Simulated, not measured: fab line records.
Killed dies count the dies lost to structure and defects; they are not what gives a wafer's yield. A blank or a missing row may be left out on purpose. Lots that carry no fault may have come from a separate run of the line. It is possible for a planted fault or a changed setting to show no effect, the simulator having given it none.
Code-filled problem report in 8D (eight disciplines) form    flow n5Finfet    the parts of the form that need people (team, actions taken, sign-off) are left out

## 1. WHAT IS WRONG
runLengthS at N5_BEOL_M0_SAQP_PECVD_96 reads a mean of 88.2 s on 2 wafers of 2 lots; wafers without a fault read 81.3 s with a standard deviation of 0.51. Measured from the usual mean, that is +14 standard deviations.
The step: deposits a-Si from SiH4/He, target thk 45 nm, time 45.2 s.
Earliest sighting: wafer L483.4 on pecvd-03 at day 9 20:53. The record has a number at this step for 26 wafers belonging to 10 lots. The rule behind "out" and "out of limits": a value lying over 4 standard deviations away from the usual mean. The other wafers with a number count as sound.

## 2. WHAT IT IS AND WHAT IT IS NOT
question                     is                is not
which readings at this step  runLengthS        heaterPowerW, showerheadPlenumPTorr, throttleValvePct
which lots                   L483, L486        L466, L467, L468, L471, L474, L476, L477, L478
which wafers of those lots   L483.4, L486.5    L483.3, L486.3
read on which tools          pecvd-03          pecvd-01, pecvd-02
when                         from day 9 20:53  up to then (23 sound wafers); but 1 sound wafer of L486 came after

## 3. WHAT RULES OUT EACH SUSPECT
Counting: any tool at a process step up to the reading remains a suspect provided it ran every lot that is out. Sound lots after the first of them don't rule it out here, since some wafers of a struck lot are sound.
- pecvd-03 at N5_BEOL_M0_SAQP_PECVD_96 (deposits a-Si from SiH4/He, target thk 45 nm, time 45.2 s): kept. Ran every lot that is out, first one L483 (day 9 20:53); last sound lot up to then L478 (day 8 12:25). Its own readings are out on those wafers: runLengthS.
After counting, what remains is pecvd-03 at N5_BEOL_M0_SAQP_PECVD_96.

## 4. THE CAUSE (what the simulator had put in)
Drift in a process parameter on pecvd-03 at N5_BEOL_M0_SAQP_PECVD_96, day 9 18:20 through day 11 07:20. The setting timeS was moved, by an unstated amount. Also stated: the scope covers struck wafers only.
This tool alone remained once counting was done.

## 5. THE CHAIN OF EFFECTS, in route order
One row per reading whose mean, taken over the struck wafers that have a number, lies over 3 standard deviations from the usual. Only readings for which the record gives a usual standard deviation are gone through. hours: the time from each lot's start at the first step in this table that gives one to its start at this step, as a median over the lots. sigmas: the change in usual standard deviations.
hours  step                              reading       usual       on struck wafers  change  sigmas
0      N5_BEOL_M0_SAQP_PECVD_96          runLengthS    81.3 s      88.2              +6.9    +14
3      N5_BEOL_M0_SAQP_MANDREL_ETCH_103  oesProductAu  0.686 a.u.  0.748             +0.062  +4.5
Process steps it contains:
- N5_BEOL_M0_SAQP_PECVD_96: deposits a-Si from SiH4/He, target thk 45 nm, time 45.2 s.
- N5_BEOL_M0_SAQP_MANDREL_ETCH_103: etches a-Si in HBr/Cl2, stops on SiCN, target depth 45 nm, bt time 10 s, time 27 s.
Later steps that measure or inspect, where all struck wafers having a row at the step show a number for every such reading and not one has moved that far: N5_BEOL_M4_RC_MEAS_101.

## 6. WHAT WOULD HAVE CAUGHT IT SOONER
In this record the first reading out of limits was taken at day 9 20:53, 3 hours after the fault began at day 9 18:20.
